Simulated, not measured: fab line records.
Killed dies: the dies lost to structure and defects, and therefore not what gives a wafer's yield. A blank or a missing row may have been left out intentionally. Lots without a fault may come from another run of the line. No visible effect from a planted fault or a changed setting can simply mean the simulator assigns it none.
Problem report in the 8D (eight disciplines) form, filled by code ; flow n5Finfet ; the parts of the form that need people (team, actions taken, sign-off) are left out

## 1. WHAT WENT WRONG
At N5_BEOL_M9_COAT_59, spinSpeedRpm averages 1548.2 rpm over 6 wafers from 2 lots, while fault-free wafers read 1500.1 rpm, standard deviation 0.97. Measured from the usual mean, that is +50 standard deviations.
The step: time 60 s, resist thk 100 nm.
Seen first at day 13 08:10 on lithoTrack-05, wafer L385.2. The record has a number at this step for 12 wafers belonging to 4 lots. By rule, "out" or "out of limits" means more than 4 standard deviations away from the usual mean. Any other wafer with a number is counted as sound.

## 2. WHAT IT IS, AND WHAT IT ISN'T
question;is;is not
which readings at this step;spinSpeedRpm;heaterPowerTotalW
which lots;L385, L386;L371, L388
which wafers of those lots;all that have a number;-
read on which tools;lithoTrack-05;lithoTrack-03
when;from day 13 08:10;"up to then (3 sound wafers); but 3 sound wafers of L388 came after"

## 3. WHAT RULES OUT EACH SUSPECT
Counting: a tool at a process step up to the reading stays a suspect if it ran every lot that is out and no sound lot after the first of them.
- lithoTrack-05 at N5_BEOL_M9_COAT_59 (time 60 s, resist thk 100 nm): kept. Every lot that is out went through it, starting with L385 (day 13 08:10), and after that it ran no sound lot; the last sound lot it ran before then is L371 (day 9 13:20). Its own readings are out on those wafers: spinSpeedRpm.
The count leaves lithoTrack-05 at N5_BEOL_M9_COAT_59.

## 4. THE CAUSE (what the simulator had put in)
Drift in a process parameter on lithoTrack-05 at N5_BEOL_M9_COAT_59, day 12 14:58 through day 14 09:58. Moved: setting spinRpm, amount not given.
Only this tool survived the counting.

## 5. SEQUENCE OF EFFECTS, ordered by route
Each row: a reading where the mean over the struck wafers with a number is more than 3 standard deviations away from the usual. Only readings for which the record gives a usual standard deviation are gone through. hours: the time from each lot's start at the first step in this table that gives one to its start at this step, as a median over the lots. sigmas: the change in usual standard deviations.
hours;step;reading;usual;on struck wafers;change;sigmas
0;N5_BEOL_M9_COAT_59;spinSpeedRpm;1500.1 rpm;1548.2;+48.1;+50
Process steps it contains:
- N5_BEOL_M9_COAT_59: time 60 s, resist thk 100 nm.

## 6. WHAT WOULD HAVE CAUGHT IT SOONER
The fault began at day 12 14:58; the first out-of-limits reading in this record came at day 13 08:10, 17 hours later.
